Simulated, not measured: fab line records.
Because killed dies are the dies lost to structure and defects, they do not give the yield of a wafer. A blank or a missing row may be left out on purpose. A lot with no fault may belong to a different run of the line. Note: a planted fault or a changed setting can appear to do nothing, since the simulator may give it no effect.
Matching of chambers / flow n5_finfet / 4 sister chambers for N5_DUMMY_REMOVAL_STRIP_10 on rie_diel-06
The step strips in N2/H2, time 40 s. 18 wafers are shown with their chamber, then 9 later ones without.

WAFERS WITH THEIR CHAMBER
wafer=L074.1; chamber=2; showerhead_plenum_p_Torr (Torr)=3.54; throttle_valve_pct (%)=11.9; oes_product_au (a.u.)=0.78
wafer=L074.5; chamber=2; showerhead_plenum_p_Torr (Torr)=3.54; throttle_valve_pct (%)=11.9; oes_product_au (a.u.)=0.79
wafer=L074.6; chamber=1; showerhead_plenum_p_Torr (Torr)=3.20; throttle_valve_pct (%)=12.5; oes_product_au (a.u.)=0.70
wafer=L080.1; chamber=0; showerhead_plenum_p_Torr (Torr)=3.45; throttle_valve_pct (%)=11.6; oes_product_au (a.u.)=0.95
wafer=L080.3; chamber=1; showerhead_plenum_p_Torr (Torr)=3.19; throttle_valve_pct (%)=12.5; oes_product_au (a.u.)=0.70
wafer=L080.6; chamber=1; showerhead_plenum_p_Torr (Torr)=3.19; throttle_valve_pct (%)=12.5; oes_product_au (a.u.)=0.70
wafer=L081.2; chamber=1; showerhead_plenum_p_Torr (Torr)=3.19; throttle_valve_pct (%)=12.5; oes_product_au (a.u.)=0.69
wafer=L081.3; chamber=3; showerhead_plenum_p_Torr (Torr)=3.30; throttle_valve_pct (%)=12.4; oes_product_au (a.u.)=0.87
wafer=L081.5; chamber=2; showerhead_plenum_p_Torr (Torr)=3.54; throttle_valve_pct (%)=12.0; oes_product_au (a.u.)=0.77
wafer=L084.1; chamber=1; showerhead_plenum_p_Torr (Torr)=3.19; throttle_valve_pct (%)=12.5; oes_product_au (a.u.)=0.69
wafer=L084.2; chamber=0; showerhead_plenum_p_Torr (Torr)=3.45; throttle_valve_pct (%)=11.7; oes_product_au (a.u.)=0.95
wafer=L084.6; chamber=0; showerhead_plenum_p_Torr (Torr)=3.45; throttle_valve_pct (%)=11.7; oes_product_au (a.u.)=0.93
wafer=L088.2; chamber=1; showerhead_plenum_p_Torr (Torr)=3.18; throttle_valve_pct (%)=12.5; oes_product_au (a.u.)=0.68
wafer=L088.3; chamber=0; showerhead_plenum_p_Torr (Torr)=3.44; throttle_valve_pct (%)=11.7; oes_product_au (a.u.)=0.92
wafer=L088.5; chamber=1; showerhead_plenum_p_Torr (Torr)=3.18; throttle_valve_pct (%)=12.5; oes_product_au (a.u.)=0.68
wafer=L090.1; chamber=0; showerhead_plenum_p_Torr (Torr)=3.44; throttle_valve_pct (%)=11.7; oes_product_au (a.u.)=0.91
wafer=L090.4; chamber=1; showerhead_plenum_p_Torr (Torr)=3.18; throttle_valve_pct (%)=12.5; oes_product_au (a.u.)=0.68
wafer=L090.5; chamber=2; showerhead_plenum_p_Torr (Torr)=3.53; throttle_valve_pct (%)=12.0; oes_product_au (a.u.)=0.75

SIGNATURES (means of the wafers above)
reading=showerhead_plenum_p_Torr; chamber 0=3.4460; chamber 1=3.1875; chamber 2=3.5375; chamber 3=3.3000; scatter within a chamber=0.00624
reading=throttle_valve_pct; chamber 0=11.680; chamber 1=12.500; chamber 2=11.950; chamber 3=12.400; scatter within a chamber=0.0359
reading=oes_product_au; chamber 0=0.9320; chamber 1=0.6900; chamber 2=0.7725; chamber 3=0.8700; scatter within a chamber=0.014
Rule: for each reading, subtract the chamber's mean from the wafer's reading, divide by that reading's scatter and square the result; add these up over the readings and take the root, which gives the wafer's distance from the chamber. If the next closest chamber is less than 2 further off than the closest, the wafer can't be placed; otherwise it belongs to the closest. How the scatter is found: for the shown wafers, subtract from each reading the mean of its chamber, square and add these, divide the total by (wafers less chambers), then take the root.

WAFERS WHOSE CHAMBER IS MISSING
wafer=L093.1; showerhead_plenum_p_Torr (Torr)=3.44; throttle_valve_pct (%)=11.7; oes_product_au (a.u.)=0.90
wafer=L093.2; showerhead_plenum_p_Torr (Torr)=3.52; throttle_valve_pct (%)=12.0; oes_product_au (a.u.)=0.75
wafer=L093.4; showerhead_plenum_p_Torr (Torr)=3.52; throttle_valve_pct (%)=12.0; oes_product_au (a.u.)=0.76
wafer=L094.1; showerhead_plenum_p_Torr (Torr)=3.52; throttle_valve_pct (%)=12.0; oes_product_au (a.u.)=0.74
wafer=L094.2; showerhead_plenum_p_Torr (Torr)=3.44; throttle_valve_pct (%)=11.7; oes_product_au (a.u.)=0.89
wafer=L094.5; showerhead_plenum_p_Torr (Torr)=3.44; throttle_valve_pct (%)=11.7; oes_product_au (a.u.)=0.88
wafer=L096.2; showerhead_plenum_p_Torr (Torr)=3.43; throttle_valve_pct (%)=11.7; oes_product_au (a.u.)=0.89
wafer=L096.3; showerhead_plenum_p_Torr (Torr)=3.58; throttle_valve_pct (%)=11.9; oes_product_au (a.u.)=1.01
wafer=L096.4; showerhead_plenum_p_Torr (Torr)=3.52; throttle_valve_pct (%)=12.0; oes_product_au (a.u.)=0.75

THE CHAMBER EACH PASSED THROUGH
wafer=L093.1; from the rows above=0; in truth=0
wafer=L093.2; from the rows above=2; in truth=2
wafer=L093.4; from the rows above=2; in truth=2
wafer=L094.1; from the rows above=2; in truth=2
wafer=L094.2; from the rows above=0; in truth=0
wafer=L094.5; from the rows above=0; in truth=0
wafer=L096.2; from the rows above=0; in truth=0
wafer=L096.3; from the rows above=2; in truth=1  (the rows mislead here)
wafer=L096.4; from the rows above=2; in truth=2
Placed correctly: 8 of 9. Left unplaced by these rows: 0. Number placed wrongly: 1.
